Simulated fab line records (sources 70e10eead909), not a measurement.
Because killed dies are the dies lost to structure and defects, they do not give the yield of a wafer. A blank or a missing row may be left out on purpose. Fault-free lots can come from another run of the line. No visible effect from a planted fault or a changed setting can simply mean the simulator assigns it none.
Chamber matching || flow nand_harc || NHARC_A_M1_ETCH_15 on rie_diel-07: 4 sister chambers
The step etches the open film in C4F8/Ar, target depth 182.5 nm, time 91.2 s. 8 wafers are shown with their chamber, then 7 later ones without.

## WAFERS, EACH WITH ITS CHAMBER
{"wafer": "L722.6", "chamber": 0, "rf_vpp_V (V)": 444.4, "rf_fwd_power_W (W)": 593.0}
{"wafer": "L730.3", "chamber": 2, "rf_vpp_V (V)": 438.7, "rf_fwd_power_W (W)": 594.8}
{"wafer": "L730.4", "chamber": 3, "rf_vpp_V (V)": 440.2, "rf_fwd_power_W (W)": 597.2}
{"wafer": "L740.2", "chamber": 1, "rf_vpp_V (V)": 444.1, "rf_fwd_power_W (W)": 595.9}
{"wafer": "L740.3", "chamber": 0, "rf_vpp_V (V)": 444.0, "rf_fwd_power_W (W)": 595.1}
{"wafer": "L740.4", "chamber": 3, "rf_vpp_V (V)": 440.2, "rf_fwd_power_W (W)": 596.6}
{"wafer": "L738.1", "chamber": 2, "rf_vpp_V (V)": 439.9, "rf_fwd_power_W (W)": 593.9}
{"wafer": "L738.3", "chamber": 1, "rf_vpp_V (V)": 443.8, "rf_fwd_power_W (W)": 600.6}

## WAFERS WHOSE CHAMBER IS MISSING
{"wafer": "L738.4", "rf_vpp_V (V)": 444.0, "rf_fwd_power_W (W)": 599.0}
{"wafer": "L742.1", "rf_vpp_V (V)": 439.2, "rf_fwd_power_W (W)": 594.8}
{"wafer": "L742.3", "rf_vpp_V (V)": 443.6, "rf_fwd_power_W (W)": 595.5}
{"wafer": "L742.4", "rf_vpp_V (V)": 438.7, "rf_fwd_power_W (W)": 597.7}
{"wafer": "L744.1", "rf_vpp_V (V)": 438.5, "rf_fwd_power_W (W)": 595.0}
{"wafer": "L744.4", "rf_vpp_V (V)": 439.5, "rf_fwd_power_W (W)": 595.7}
{"wafer": "L744.6", "rf_vpp_V (V)": 438.7, "rf_fwd_power_W (W)": 596.0}

## THE CHAMBER EACH PASSED THROUGH
{"wafer": "L738.4", "from the rows above": 1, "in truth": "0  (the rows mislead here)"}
{"wafer": "L742.1", "from the rows above": 2, "in truth": 2}
{"wafer": "L742.3", "from the rows above": "can't be placed: 0 or 1", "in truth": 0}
{"wafer": "L742.4", "from the rows above": "can't be placed: 2 or 3", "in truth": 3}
{"wafer": "L744.1", "from the rows above": 2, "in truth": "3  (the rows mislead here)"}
{"wafer": "L744.4", "from the rows above": "can't be placed: 2 or 3", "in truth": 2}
{"wafer": "L744.6", "from the rows above": "can't be placed: 2 or 3", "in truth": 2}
Correctly placed: 1 of 7. Unplaceable from these rows: 4, with the true chamber sitting among the candidates in 4. Number placed wrongly: 2.
How it was worked out, from the rows above alone: a wafer's distance from a chamber is the root of the sum, over the readings, of the square of ((its reading less the chamber's mean) divided by the reading's scatter). If the next closest chamber is less than 2 further off than the closest, the wafer can't be placed; otherwise it belongs to the closest. The mean given for a chamber averages the wafers shown for that chamber. The scatter: the root of (the sum of the squares of (reading less its chamber's mean) over the shown wafers, divided by (wafers less chambers)).
